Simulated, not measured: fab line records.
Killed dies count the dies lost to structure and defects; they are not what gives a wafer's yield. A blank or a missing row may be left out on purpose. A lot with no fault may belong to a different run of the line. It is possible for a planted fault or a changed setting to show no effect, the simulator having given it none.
Split-lot experiment | flow n5Finfet | 39 wafers read across 7 lots, on a route 1938 steps long

## THE SPLIT ITSELF
At N5_DUMMY_GATE_EXPOSE_12 (exposes mask GATE, target cd 25 nm), the setting doseMj was moved away from the recipe's 34 on 12 of the 39 wafers read, by -7.4% to +5.3%. All remaining wafers had this setting at the recipe value.

## FROM THE SPLIT TO THE READING: what the file shows between them, 2 steps
- N5_DUMMY_GATE_PEB_13: peb time 60 s
- N5_DUMMY_GATE_DEVELOP_14: develop time 30 s

## THE READING
Shown in nm: cdNm at N5_DUMMY_GATE_CD_MEAS_15, with target cd 25.8 nm. Fault-free wafers of this fab line usually give 24.99 nm, standard deviation 0.27 nm.

wafer  | tool, chamber at the split | doseMj as run | against the recipe | cdNm, nm | against lot-mates on the recipe
L079.1 | euvScanner-02, 0           | 31.48         | -7.4%              | 26.36    | +1.33
L079.2 | euvScanner-02, 0           | 31.48         | -7.4%              | 26.50    | +1.47
L079.3 | euvScanner-02, 0           | 34            | recipe             | 25.09    | -
L079.4 | euvScanner-02, 0           | 34            | recipe             | 24.93    | -
L079.5 | euvScanner-02, 0           | 31.48         | -7.4%              | 26.54    | +1.51
L079.6 | euvScanner-02, 0           | 34            | recipe             | 25.06    | -
L082.1 | euvScanner-01, 0           | 34            | recipe             | 24.92    | -
L082.2 | euvScanner-01, 0           | 35.8          | +5.3%              | 24.00    | -1.07
L082.3 | euvScanner-01, 0           | 35.8          | +5.3%              | 24.21    | -0.86
L082.4 | euvScanner-01, 0           | 34            | recipe             | 25.15    | -
L082.5 | euvScanner-01, 0           | 34            | recipe             | 25.15    | -
L082.6 | euvScanner-01, 0           | 35.8          | +5.3%              | 24.37    | -0.70
L086.1 | euvScanner-02, 0           | 34            | recipe             | 24.40    | -
L086.2 | euvScanner-02, 0           | 34            | recipe             | 25.25    | -
L086.3 | euvScanner-02, 0           | 34            | recipe             | 25.06    | -
L086.4 | euvScanner-02, 0           | 34            | recipe             | 25.02    | -
L086.5 | euvScanner-02, 0           | 34            | recipe             | 25.25    | -
L086.6 | euvScanner-02, 0           | 34            | recipe             | 24.93    | -
L089.1 | euvScanner-01, 0           | 32.34         | -4.9%              | 25.69    | +0.76
L089.2 | euvScanner-01, 0           | 34            | recipe             | 25.18    | -
L089.3 | euvScanner-01, 0           | 34            | recipe             | 24.93    | -
L089.4 | euvScanner-01, 0           | 34            | recipe             | 24.68    | -
L089.5 | euvScanner-01, 0           | 32.34         | -4.9%              | 25.88    | +0.95
L089.6 | euvScanner-01, 0           | 32.34         | -4.9%              | 25.80    | +0.87
L093.1 | euvScanner-01, 0           | 34            | recipe             | 24.83    | -
L093.2 | euvScanner-01, 0           | 32.78         | -3.6%              | 25.67    | +0.96
L093.3 | euvScanner-01, 0           | 34            | recipe             | 24.64    | -
L093.4 | euvScanner-01, 0           | 32.78         | -3.6%              | 25.43    | +0.72
L093.5 | euvScanner-01, 0           | 34            | recipe             | 24.67    | -
L093.6 | euvScanner-01, 0           | 32.78         | -3.6%              | 25.58    | +0.87
L096.1 | euvScanner-01, 0           | 34            | recipe             | 24.95    | -
L096.2 | euvScanner-01, 0           | 34            | recipe             | 24.66    | -
L096.3 | euvScanner-01, 0           | 34            | recipe             | 25.11    | -
L096.4 | euvScanner-01, 0           | 34            | recipe             | 24.69    | -
L096.5 | euvScanner-01, 0           | 34            | recipe             | 25.11    | -
L096.6 | euvScanner-01, 0           | 34            | recipe             | 24.76    | -
L097.1 | euvScanner-01, 0           | 34            | recipe             | 25.12    | -
L097.4 | euvScanner-01, 0           | 34            | recipe             | 24.64    | -
L097.5 | euvScanner-01, 0           | 34            | recipe             | 25.35    | -

FIT RESULTS
A straight line over all 39 wafers: cdNm changes by -0.178 nm for each +1% of doseMj; r = -0.92; the points scatter about the line by 0.22 nm.
The same after taking each lot's own level away (the mean of its wafers on the recipe; 39 wafers): -0.187 nm for each +1%; r = -0.94; scatter 0.2 nm.
That fit puts the effect of the largest move of doseMj on the reading at 1.4 nm.
The lots' own levels span 24.713 to 25.073 nm, that is 1.3 times the standard deviation above.
The two slopes are in agreement: the lot-to-lot level therefore moves the slope only a little.
Check: with one of the wafers moved furthest among these (-7.4%) left out of the fit, the line predicts +1.42 nm for it against its lot-mates. It came out at +1.33 nm against them.

## THE FILE'S OWN FIT
cdNm changes by -0.188 nm for each +1% of doseMj, r = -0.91.
